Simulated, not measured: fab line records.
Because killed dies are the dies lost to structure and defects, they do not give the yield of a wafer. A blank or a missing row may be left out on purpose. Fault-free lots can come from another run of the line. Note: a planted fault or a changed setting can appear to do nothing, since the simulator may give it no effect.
Struck lot and sound lot, side by side | flow nandHarc | 14 steps out of a route of 1159
Sound: these wafers, L700.1, L700.4, L700.5. Wafers struck: L691.4, L691.5, L691.6. The cause is given at the end.
Order at every step that has rows: each side's tool, ch and its chambers, its first start. Under that, the readings that differ: sound wafers | struck wafers | difference of the means | sigmas: that difference in standard deviations of wafers without a fault.
alike: same words and numbers on both sides, and readings whose means sit less than 2 such deviations apart. not compared: any withheld reading, any reading some wafer has no value for, any bound like >300 that may hide the same value, and any number with overlapping values for which the record gives no deviation.
The two part at a step that has a row with sigmas, a row that says differs or no value, or rows on one side only. When numbers do not overlap yet have no deviation, they are printed without sigmas and do not part them. A reading missing from all wafers of one side parts the sides only when that side holds two or more wafers.

NHARC_P_STI_ETCH_42: etches the open film in N2/H2, target depth 80 nm, overetch 24 nm, time 61 s.
  sound on rieDiel-05 ch 1,3, day 6 20:04; struck on rieDiel-05 ch 0,1,2, day 4 17:31
  alike: drypumpMotorCurrentA, oesProductAu, rfVppV, showerheadPlenumPTorr, throttleValvePct
  not compared: rfHoursCounterH
NHARC_P_STI_ETCH_31: etches the open film in CF4/CHF3, target depth 108.9 nm, time 54.5 s.
  sound on rieDiel-05 ch 1,2,3; struck on rieDiel-05 ch 1,2,3
  alike: drypumpMotorCurrentA, oesProductAu, rfVppV, showerheadPlenumPTorr, throttleValvePct
  not compared: rfHoursCounterH
NHARC_P_STI_ETCH_15: etches the open film in HBr/Cl2, target depth 300 nm, time 100.1 s.
  sound on rieSi-02 ch 0,2,3, day 6 20:19; struck on rieSi-03 ch 0,1,3, day 4 17:44
  alike: drypumpMotorCurrentA, oesProductAu, throttleValvePct
  not compared: rfHoursCounterH
NHARC_P_STI_CD_MEAS_16:
  sound on cdSem-02 at day 6 20:27; struck on cdSem-03 at day 4 17:52
  alike: cdNm
NHARC_P_STI_OCD_MEAS_17:
  sound on ocd-02 at day 6 20:32; struck on ocd-01 at day 4 17:57
  alike: trenchDepthNm, trenchFootCdNm
then, 3 steps without rows for these wafers: NHARC_P_STI_STRIP_19 (strips in SPM, time 900 s); NHARC_P_STI_PRECLEAN_32 (cleans in SC1); NHARC_P_STI_SRD_23.
NHARC_P_STI_OCD_MEAS_43:
  sound on ocd-01 at day 6 21:03; struck on ocd-02 at day 4 18:27
reading             | sound             | struck            | difference | sigmas
trenchFootCdNm (nm) | 160.2 160.8 159.2 | 153.8 155.8 156.5 | -4.7       | -2
  alike: trenchDepthNm
then, 3 steps without rows for these wafers: NHARC_P_STI_OXIDE_33 (material SiO2, target thk 10 nm, ox time 281 s); NHARC_P_STI_HDPCVD_20 (deposits SiO2); NHARC_P_STI_ANNEAL_34 (time 1800 s).
NHARC_P_STI_CMP_21: polishes, t overpolish 20 s, target thk 380.67 nm.
  sound on cmp-04 ch 0,2,3, day 7 14:54; struck on cmp-03 ch 0,3, day 5 13:40
  no value came back on the struck wafers for edgeZonePressureFrac, motorCurrentA (A), overpolishRunS (s), slurryFlowMlMin; on the sound wafers edgeZonePressureFrac reads 0.997 0.996 1.002
-- break in the record here, with 16 days between the starts of the struck wafers on either side (left off in module P_STI, picked up again in module END, where the first step shown is number 1159 on the route) --
NHARC_END_SORT_01:
  at this point the record logs the struck wafers (prober-01 ch 0, day 21 16:12) and has no rows for the sound ones

## WHERE THEY PART
Last at NHARC_END_SORT_01 as far as this record goes, first at NHARC_P_STI_OCD_MEAS_43.

WHY: what had been put in by the simulator
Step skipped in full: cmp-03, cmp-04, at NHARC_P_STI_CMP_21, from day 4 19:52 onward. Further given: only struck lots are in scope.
